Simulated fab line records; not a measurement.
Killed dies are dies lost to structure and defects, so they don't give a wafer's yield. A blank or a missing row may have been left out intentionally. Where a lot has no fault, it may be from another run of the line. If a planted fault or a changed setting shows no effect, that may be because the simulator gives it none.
Comparing a struck lot with a sound one | flow nand-harc | 16 steps out of a route of 1302
Sound: the wafers L659.2, L659.3, L659.5. Struck: wafers L671.1, L671.5. (L671.6 of the same lot was not struck and is left out.) The cause comes at the end.
Each step with rows lists, per side, the tool, then ch with its chambers, then its first start. Under that, the readings that differ: sound wafers | struck wafers | difference of the means | sigmas: that difference in standard deviations of wafers without a fault.
alike: readings with means less than 2 such deviations apart, plus words and numbers identical on both sides. not compared: withheld readings, readings lacking a value on some wafer, bounds such as >300 that could conceal the same value, and numbers that have no deviation in the record and whose values overlap.
The two part at a step that has a row with sigmas, a row that says differs or no value, or rows on one side only. Non-overlapping numbers with no deviation appear without sigmas and do not part them. A reading that every wafer of one side lacks parts them only if that side has two wafers or more.

NHARC_A_ONON_D2_THK_MEAS_05: measures by ellipsometry.
  sound on film-metro-01, day 15 03:51; struck on film-metro-02, day 19 10:55
  alike: thk-nm
then NHARC_A_ONON_D2_DEP_06 (target thk 1000 nm), 1 step lacking rows for these wafers.
NHARC_A_ONON_D2_THK_MEAS_08: measures by ellipsometry.
  sound on film-metro-01, day 15 04:25; struck on film-metro-01, day 19 11:28
  alike: thk-nm
then NHARC_A_ONON_D2_DEP_09 (target thk 1000 nm), 1 step lacking rows for these wafers.
NHARC_A_ONON_D2_THK_MEAS_11: measures by ellipsometry.
  sound on film-metro-01, day 15 04:59; struck on film-metro-02, day 19 12:02
  alike: thk-nm
then NHARC_A_ONON_D2_DEP_12 (target thk 1000 nm), 1 step lacking rows for these wafers.
NHARC_A_ONON_D2_THK_MEAS_14: measures by ellipsometry.
  sound on film-metro-01, day 15 05:33; struck on film-metro-01, day 19 12:37
  alike: thk-nm
then, 2 steps without rows for these wafers: NHARC_A_ONON_D2_ANNEAL_15 (time 3600 s); NHARC_A_ONON_D2_DEP_16 (target thk 1000 nm).
NHARC_A_ONON_D2_THK_MEAS_18: measures by ellipsometry.
  sound on film-metro-01, day 15 16:25; struck on film-metro-02, day 19 20:13
  alike: thk-nm
then NHARC_A_ONON_D2_DEP_19 (target thk 1000 nm), 1 step lacking rows for these wafers.
NHARC_A_ONON_D2_THK_MEAS_21: measures by ellipsometry.
  sound on film-metro-01, day 15 16:59; struck on film-metro-02, day 19 20:47
  alike: thk-nm
NHARC_A_ONON_D2_DEP_22: target thk 1000 nm.
  sound on pecvd-onon-04 ch 0, day 15 17:05; struck on pecvd-onon-02 ch 0, day 19 20:51
  alike: susceptor-temp-C
NHARC_A_ONON_D2_THK_MEAS_24: measures by ellipsometry.
  sound on film-metro-01, day 15 17:33; struck on film-metro-01, day 19 21:22
  reading     | sound       | struck    | difference | sigmas
  thk-nm (nm) | 991 989 989 | 1597 1597 | +607       | +71
then NHARC_A_ONON_D2_DEP_25 (target thk 1000 nm), 1 step lacking rows for these wafers.
-- the record jumps here: 13 days lie between the struck wafers' starts before and after (it left off in module A_ONON_D2 and takes up again in module END, whose first step shown is number 1302 of the route) --
NHARC_END_SORT_01:
  only the struck wafers appear in the record here, on prober-02 ch 0 at day 32 09:55; the sound ones have no rows

WHERE THEY PART
At NHARC_A_ONON_D2_THK_MEAS_24 first; at NHARC_END_SORT_01 last (within this record only).

WHY: what the simulator had put in
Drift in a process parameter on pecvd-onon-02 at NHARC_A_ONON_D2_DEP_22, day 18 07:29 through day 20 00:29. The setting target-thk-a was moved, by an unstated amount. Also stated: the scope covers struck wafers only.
